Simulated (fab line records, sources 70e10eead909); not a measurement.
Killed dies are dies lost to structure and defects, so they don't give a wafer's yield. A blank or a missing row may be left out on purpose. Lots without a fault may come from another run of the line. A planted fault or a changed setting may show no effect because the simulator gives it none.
Chamber matching | flow nand_harc | NHARC_A_BLC_DESCUM_15 on rie_diel-09: 4 sister chambers
The step chemistry O2, time 3 s. 20 wafers are shown with their chamber, then 10 later ones without.

WAFERS WITH THEIR CHAMBER
wafer  | chamber | drypump_motor_current_A (A) | oes_product_au (a.u.) | throttle_valve_pct (%)
L075.1 | 2       | 5.1                         | 1.012                 | 11.307
L075.3 | 3       | 6.5                         | 1.000                 | 11.321
L075.4 | 1       | 5.1                         | 1.007                 | 11.303
L082.1 | 0       | 5.7                         | 1.022                 | 11.321
L082.2 | 3       | 6.5                         | 1.016                 | 11.315
L082.6 | 2       | 5.1                         | 1.002                 | 11.310
L083.3 | 0       | 5.7                         | 1.026                 | 11.303
L083.4 | 3       | 6.5                         | 1.002                 | 11.299
L083.5 | 2       | 5.1                         | 0.988                 | 11.307
L085.2 | 0       | 5.7                         | 1.006                 | 11.306
L085.3 | 1       | 5.1                         | 0.976                 | 11.329
L085.4 | 2       | 5.0                         | 0.998                 | 11.309
L087.2 | 0       | 5.7                         | 1.017                 | 11.328
L087.3 | 3       | 6.5                         | 1.003                 | 11.315
L087.4 | 2       | 5.1                         | 1.003                 | 11.312
L089.3 | 1       | 5.1                         | 0.984                 | 11.317
L089.4 | 3       | 6.5                         | 0.993                 | 11.308
L089.5 | 2       | 5.1                         | 0.988                 | 11.315
L090.1 | 3       | 6.5                         | 1.004                 | 11.318
L090.3 | 2       | 5.1                         | 0.984                 | 11.302

SIGNATURES (means of the wafers above)
reading                 | chamber 0 | chamber 1 | chamber 2 | chamber 3 | scatter within a chamber
drypump_motor_current_A | 5.700     | 5.100     | 5.086     | 6.500     | 0.0231
oes_product_au          | 1.01775   | 0.98900   | 0.99643   | 1.00300   | 0.0101
throttle_valve_pct      | 11.31450  | 11.31633  | 11.30886  | 11.31267  | 0.00862
Rule: a wafer's distance from a chamber is the root of the sum, over the readings, of the square of ((its reading less the chamber's mean) divided by the reading's scatter). The wafer belongs to the nearest chamber; if the next one is less than 2 further off, it can't be placed. The scatter: the root of (the sum of the squares of (reading less its chamber's mean) over the shown wafers, divided by (wafers less chambers)).

WAFERS WITHOUT THEIR CHAMBER
wafer  | drypump_motor_current_A (A) | oes_product_au (a.u.) | throttle_valve_pct (%)
L090.4 | 5.0                         | 0.986                 | 11.307
L095.2 | 5.0                         | 0.993                 | 11.314
L095.4 | 5.0                         | 0.998                 | 11.302
L095.6 | 5.7                         | 1.021                 | 11.323
L096.1 | 5.7                         | 1.003                 | 11.325
L096.3 | 5.1                         | 0.991                 | 11.305
L096.5 | 6.5                         | 1.000                 | 11.307
L097.2 | 5.0                         | 0.979                 | 11.309
L097.3 | 5.0                         | 0.995                 | 11.305
L097.4 | 6.5                         | 0.984                 | 11.305

WHICH CHAMBER EACH WENT THROUGH
wafer  | from the rows above     | in truth
L090.4 | can't be placed: 2 or 1 | 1
L095.2 | can't be placed: 2 or 1 | 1
L095.4 | can't be placed: 2 or 1 | 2
L095.6 | 0                       | 0
L096.1 | 0                       | 0
L096.3 | can't be placed: 2 or 1 | 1
L096.5 | 3                       | 3
L097.2 | can't be placed: 2 or 1 | 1
L097.3 | can't be placed: 2 or 1 | 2
L097.4 | 3                       | 3
Placed correctly: 4 of 10. Can't be placed from these rows: 6 (the true chamber is among the candidates in 6). Placed wrongly: 0.
